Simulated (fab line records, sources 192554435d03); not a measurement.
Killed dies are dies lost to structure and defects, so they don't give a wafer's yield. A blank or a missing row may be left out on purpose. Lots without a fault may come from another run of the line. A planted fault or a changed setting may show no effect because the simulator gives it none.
Chamber matching | flow n5_finfet | N5_BEOL_M0_STRIP_142 on rie_diel-06: 4 sister chambers
The step strips in N2/H2, time 10 s. 8 wafers are shown with their chamber, then 8 later ones without.

WAFERS WITH THEIR CHAMBER
wafer  | chamber | drypump_motor_current_A (A) | showerhead_plenum_p_Torr (Torr)
L082.6 | 2       | 5.4                         | 2.58
L083.1 | 3       | 4.9                         | 2.69
L083.2 | 2       | 5.4                         | 2.58
L084.6 | 1       | 5.9                         | 2.70
L086.1 | 0       | 5.3                         | 2.59
L086.4 | 3       | 5.0                         | 2.68
L086.5 | 1       | 5.9                         | 2.70
L091.1 | 0       | 5.3                         | 2.59

WAFERS WITHOUT THEIR CHAMBER
wafer  | drypump_motor_current_A (A) | showerhead_plenum_p_Torr (Torr)
L091.4 | 5.0                         | 2.68
L091.6 | 5.9                         | 2.70
L095.2 | 5.9                         | 2.69
L095.4 | 5.0                         | 2.67
L095.5 | 5.3                         | 2.58
L096.3 | 5.3                         | 2.58
L096.4 | 5.4                         | 2.58
L096.5 | 5.9                         | 2.69

WHICH CHAMBER EACH WENT THROUGH
wafer  | from the rows above     | in truth
L091.4 | 3                       | 3
L091.6 | 1                       | 1
L095.2 | 1                       | 1
L095.4 | 3                       | 3
L095.5 | can't be placed: 0 or 2 | 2
L096.3 | can't be placed: 0 or 2 | 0
L096.4 | 2                       | 2
L096.5 | 1                       | 1
Placed correctly: 6 of 8. Can't be placed from these rows: 2 (the true chamber is among the candidates in 2). Placed wrongly: 0.
How it was worked out, from the rows above alone: a wafer's distance from a chamber is the root of the sum, over the readings, of the square of ((its reading less the chamber's mean) divided by the reading's scatter). The wafer belongs to the nearest chamber; if the next one is less than 2 further off, it can't be placed. A chamber's mean is the mean of its shown wafers. The scatter: the root of (the sum of the squares of (reading less its chamber's mean) over the shown wafers, divided by (wafers less chambers)).
